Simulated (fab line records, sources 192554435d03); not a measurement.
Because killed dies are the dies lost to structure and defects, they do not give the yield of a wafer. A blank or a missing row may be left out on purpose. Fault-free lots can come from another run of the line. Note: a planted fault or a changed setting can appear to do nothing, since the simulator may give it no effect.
Comparing a struck lot with a sound one ; flow n5-finfet ; 36 out of 1938 route steps
Sound: the wafers L982.2, L982.4, L982.6. The struck wafers were L986.1, L986.4, L986.5. The cause is named last.
For every step that has rows: the tool of each side, followed by ch and its chambers, followed by its first start. Under that, the readings that differ: sound wafers ; struck wafers ; difference of the means ; sigmas: that difference in standard deviations of wafers without a fault.
alike: a reading whose means differ by less than 2 such deviations, as well as words and numbers matching on both sides. not compared: withheld readings; readings where some wafer has no value; bounds like >300 that might hide an equal value; numbers whose values overlap and for which the record gives no deviation.
A row with sigmas, a row that says differs or no value, or rows on one side alone: a step with any of these is where the two part. Numbers that don't overlap but have no deviation are shown without sigmas and don't part them. A reading that every wafer of one side lacks parts them only if that side has two wafers or more.

first, 11 steps without rows for these wafers: N5_MOL_CONTACT_COAG_STRIP_108 (strips in N2/H2); N5_MOL_CONTACT_COAG_CONTACT_ETCH_14 (etches SiO2 in C4F6/O2, target depth 27.5 nm, overetch 8.5 nm, time 20 s); N5_MOL_CONTACT_COAG_STRIP_109 (strips in C4F6/O2); N5_MOL_CONTACT_COAG_ETCH_15 (etches SiNx in CH3F/O2, stops on Si:P, target depth 7 nm); N5_MOL_CONTACT_COAG_ETCH_110 (etches Si in CF4/O2, target depth 2.5 nm, time 8 s); N5_MOL_CONTACT_COAG_STRIP_98 (strips in N2/H2); N5_MOL_CONTACT_COAG_IMPLANT_129; N5_MOL_CONTACT_COAG_PRECLEAN_111 (cleans in NF3:NH3, afs cycles 1, time 20 s, sublimation time 60 s); N5_MOL_CONTACT_COAG_TI_SIL_19 (material Ti, target thk 4.2 nm, time 15 s); N5_MOL_CONTACT_COAG_ALD_20 (deposits TiN, target thk 1.5 nm, pulse time 1 s, purge time 3 s); N5_MOL_CONTACT_COAG_SIL_ANNEAL_21 (time 60 s).
N5_MOL_CONTACT_COAG_PRE_CLEAN_141: time 60 s.
  sound on pvd-sputter-02 at day 5 01:33; struck on pvd-sputter-02 at day 6 07:46
  alike: heater-power-w
then, 23 steps without rows for these wafers: N5_MOL_CONTACT_COAG_SPUTTER_143 (material Co, target thk 2.5 nm); N5_MOL_CONTACT_COAG_CO_FILL_22 (material Co, precursor CCTBA/H2, target thk 20 nm); N5_MOL_CONTACT_COAG_ANNEAL_113 (time 300 s); N5_MOL_CONTACT_COAG_PRE_CLEAN_142 (time 60 s); N5_MOL_CONTACT_COAG_SPUTTER_130 (material Co, target thk 47.5 nm); N5_MOL_CONTACT_COAG_PRECLEAN_125 (cleans in DIW, time 57.5 s); N5_MOL_CONTACT_COAG_SRD_126 (dry time 32 s); N5_MOL_CONTACT_COAG_CMP_23 (polishes, stops on SiO2, t overpolish 1.5 s, target thk 0 nm); N5_MOL_CONTACT_COAG_WET_ETCH_26 (target Co, target depth 13 nm); N5_MOL_CONTACT_COAG_WET_ETCH_116 (etches the open film in SC1-inhibited, target depth 4.6 nm, rinse time 30 s); N5_MOL_CONTACT_COAG_ALD_27 (deposits SiOC, target thk 17 nm, pulse time 1.5 s, time 2720 s); N5_MOL_CONTACT_COAG_CMP_28 (polishes, stops on SiNx, t overpolish 0.85 s, target thk 14.522 nm); N5_MOL_CONTACT_COAG_ALD_123 (deposits SiNx, target thk 5 nm, pulse time 1 s, purge time 2 s); N5_MOL_CONTACT_COAG_PECVD_31 (deposits SiO2 from TEOS/O2, target thk 46 nm, time 8.9 s); N5_MOL_CONTACT_COAG_COAT_75 (time 60 s, resist thk 60 nm); N5_MOL_CONTACT_COAG_COAT_76 (time 60 s, resist thk 10 nm); N5_MOL_CONTACT_COAG_COAT_77 (time 60 s, resist thk 10 nm); N5_MOL_CONTACT_COAG_COAT_78 (resist thk 40 nm); N5_MOL_CONTACT_COAG_EBR_80; N5_MOL_CONTACT_COAG_SOFTBAKE_79 (time 60 s); N5_MOL_CONTACT_COAG_EXPOSE_81 (exposes mask VG, defocus 0 nm); N5_MOL_CONTACT_COAG_PEB_82 (peb time 60 s); N5_MOL_CONTACT_COAG_DEVELOP_83 (develop time 30 s).
-- here the record skips 10 days between the struck wafers' starts before and after, leaving off in module MOL_CONTACT_COAG and picking up in module PASSIVATION (first step shown: number 1936 of the route) --
N5_PASSIVATION_PROBE_49:
  record: rows for the struck wafers here (prober-02, day 16 01:36), none for the sound ones

== WHERE THEY PART ==
Within this record, at N5_PASSIVATION_PROBE_49 only.

WHY: whatever the simulator had introduced
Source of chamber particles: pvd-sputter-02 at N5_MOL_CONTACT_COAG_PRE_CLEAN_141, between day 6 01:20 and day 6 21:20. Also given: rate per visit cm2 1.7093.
